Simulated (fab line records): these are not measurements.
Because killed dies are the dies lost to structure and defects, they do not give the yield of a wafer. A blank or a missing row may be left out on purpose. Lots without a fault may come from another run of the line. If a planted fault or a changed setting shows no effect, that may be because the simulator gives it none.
Matching of chambers / flow n5 finfet / 4 sister chambers for N5_BEOL_M0_ALD_136 on ald metal-04
The step deposits TaN, pulse time 2 s, purge time 3 s, co reactant purge time 2 s. 22 wafers are shown with their chamber, then 11 later ones without.

EACH WAFER AND ITS CHAMBER
wafer=L074.1; chamber=1; heater power w (W)=373; susceptor temp C (C)=274.71
wafer=L074.2; chamber=3; heater power w (W)=344; susceptor temp C (C)=275.01
wafer=L074.3; chamber=2; heater power w (W)=398; susceptor temp C (C)=274.94
wafer=L075.1; chamber=1; heater power w (W)=373; susceptor temp C (C)=274.82
wafer=L075.4; chamber=2; heater power w (W)=385; susceptor temp C (C)=274.67
wafer=L075.6; chamber=3; heater power w (W)=337; susceptor temp C (C)=275.04
wafer=L076.3; chamber=1; heater power w (W)=376; susceptor temp C (C)=274.88
wafer=L076.4; chamber=3; heater power w (W)=329; susceptor temp C (C)=274.89
wafer=L076.5; chamber=3; heater power w (W)=335; susceptor temp C (C)=275.05
wafer=L077.4; chamber=0; heater power w (W)=399; susceptor temp C (C)=274.89
wafer=L077.5; chamber=1; heater power w (W)=373; susceptor temp C (C)=275.04
wafer=L077.6; chamber=0; heater power w (W)=407; susceptor temp C (C)=274.84
wafer=L078.2; chamber=3; heater power w (W)=339; susceptor temp C (C)=274.97
wafer=L078.4; chamber=0; heater power w (W)=396; susceptor temp C (C)=274.66
wafer=L078.5; chamber=0; heater power w (W)=409; susceptor temp C (C)=274.66
wafer=L080.2; chamber=0; heater power w (W)=405; susceptor temp C (C)=275.02
wafer=L080.4; chamber=1; heater power w (W)=373; susceptor temp C (C)=275.01
wafer=L080.5; chamber=2; heater power w (W)=408; susceptor temp C (C)=274.80
wafer=L082.1; chamber=2; heater power w (W)=394; susceptor temp C (C)=274.88
wafer=L082.4; chamber=0; heater power w (W)=408; susceptor temp C (C)=274.97
wafer=L082.6; chamber=0; heater power w (W)=404; susceptor temp C (C)=274.81
wafer=L083.1; chamber=1; heater power w (W)=382; susceptor temp C (C)=274.80

SIGNATURES (means of the wafers above)
reading=heater power w; chamber 0=404.00; chamber 1=375.00; chamber 2=396.25; chamber 3=336.80; scatter within a chamber=5.77
reading=susceptor temp C; chamber 0=274.8357; chamber 1=274.8767; chamber 2=274.8225; chamber 3=274.9920; scatter within a chamber=0.119
Rule: a wafer lies at a distance from a chamber equal to the root of the sum of squares, over the readings, of (its reading less the chamber's mean, divided by the reading's scatter). The wafer belongs to the nearest chamber; if the next one is less than 2 further off, it can't be placed. The scatter is the square root of a quotient: the sum, over the shown wafers, of each reading's squared deviation from its chamber's mean, divided by wafers minus chambers.

WAFERS WHOSE CHAMBER IS MISSING
wafer=L083.3; heater power w (W)=402; susceptor temp C (C)=275.02
wafer=L083.4; heater power w (W)=334; susceptor temp C (C)=275.25
wafer=L084.1; heater power w (W)=395; susceptor temp C (C)=275.16
wafer=L084.4; heater power w (W)=390; susceptor temp C (C)=275.05
wafer=L084.6; heater power w (W)=405; susceptor temp C (C)=275.08
wafer=L087.2; heater power w (W)=330; susceptor temp C (C)=275.13
wafer=L087.3; heater power w (W)=398; susceptor temp C (C)=274.95
wafer=L087.4; heater power w (W)=367; susceptor temp C (C)=274.76
wafer=L089.2; heater power w (W)=382; susceptor temp C (C)=274.51
wafer=L089.4; heater power w (W)=342; susceptor temp C (C)=275.26
wafer=L089.5; heater power w (W)=400; susceptor temp C (C)=275.06

THE CHAMBER EACH PASSED THROUGH
wafer=L083.3; from the rows above=can't be placed: 0 or 2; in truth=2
wafer=L083.4; from the rows above=3; in truth=3
wafer=L084.1; from the rows above=can't be placed: 2 or 0 or 1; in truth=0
wafer=L084.4; from the rows above=can't be placed: 2 or 1 or 0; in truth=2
wafer=L084.6; from the rows above=can't be placed: 0 or 2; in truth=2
wafer=L087.2; from the rows above=3; in truth=3
wafer=L087.3; from the rows above=can't be placed: 2 or 0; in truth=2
wafer=L087.4; from the rows above=1; in truth=1
wafer=L089.2; from the rows above=can't be placed: 1 or 2 or 0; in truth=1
wafer=L089.4; from the rows above=3; in truth=3
wafer=L089.5; from the rows above=can't be placed: 0 or 2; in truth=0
4 of 11 placed correctly. Cannot be placed on the basis of these rows: 7; the candidates contain the true chamber in 7. Number placed wrongly: 0.
